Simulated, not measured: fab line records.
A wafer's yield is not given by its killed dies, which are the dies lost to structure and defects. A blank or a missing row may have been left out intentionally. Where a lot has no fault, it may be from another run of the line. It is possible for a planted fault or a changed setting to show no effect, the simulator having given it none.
Chamber matching | flow nand harc | 4 sister chambers for NHARC_P_GATE_DESCUM_31 on rie diel-10
The step chemistry O2, time 3 s. 8 wafers are shown with their chamber, then 8 later ones without.

## WAFERS, EACH WITH ITS CHAMBER
wafer  | chamber | oes product au (a.u.) | throttle valve pct (%)
L302.2 | 1       | 1.023                 | 11.291
L307.2 | 0       | 1.019                 | 11.307
L307.4 | 3       | 1.016                 | 11.319
L307.5 | 3       | 1.013                 | 11.312
L308.1 | 2       | 0.992                 | 11.312
L308.3 | 1       | 1.016                 | 11.310
L308.4 | 0       | 1.015                 | 11.322
L309.2 | 2       | 0.990                 | 11.304

## WAFERS WHOSE CHAMBER IS MISSING
wafer  | oes product au (a.u.) | throttle valve pct (%)
L309.3 | 1.017                 | 11.315
L309.4 | 1.010                 | 11.309
L310.3 | 1.018                 | 11.303
L310.4 | 0.994                 | 11.292
L310.5 | 1.015                 | 11.312
L311.1 | 1.022                 | 11.316
L311.2 | 1.013                 | 11.313
L311.6 | 1.021                 | 11.312

## WHICH CHAMBER EACH ONE RAN IN
wafer  | from the rows above          | in truth
L309.3 | can't be placed: 0 or 3 or 1 | 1
L309.4 | can't be placed: 3 or 0 or 1 | 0
L310.3 | can't be placed: 1 or 0 or 3 | 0
L310.4 | 2                            | 2
L310.5 | can't be placed: 3 or 0 or 1 | 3
L311.1 | can't be placed: 0 or 1 or 3 | 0
L311.2 | can't be placed: 3 or 0 or 1 | 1
L311.6 | can't be placed: 0 or 1 or 3 | 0
Placed correctly: 1 of 8. Unplaceable from these rows: 7, with the true chamber sitting among the candidates in 7. Wrongly placed: 0.
How it was worked out, from the rows above alone: a wafer's distance from a chamber is the root of the sum, over the readings, of the square of ((its reading less the chamber's mean) divided by the reading's scatter). The wafer belongs to the nearest chamber; if the next one is less than 2 further off, it can't be placed. For every chamber, the mean is computed from those of its wafers that are shown. How the scatter is found: for the shown wafers, subtract from each reading the mean of its chamber, square and add these, divide the total by (wafers less chambers), then take the root.
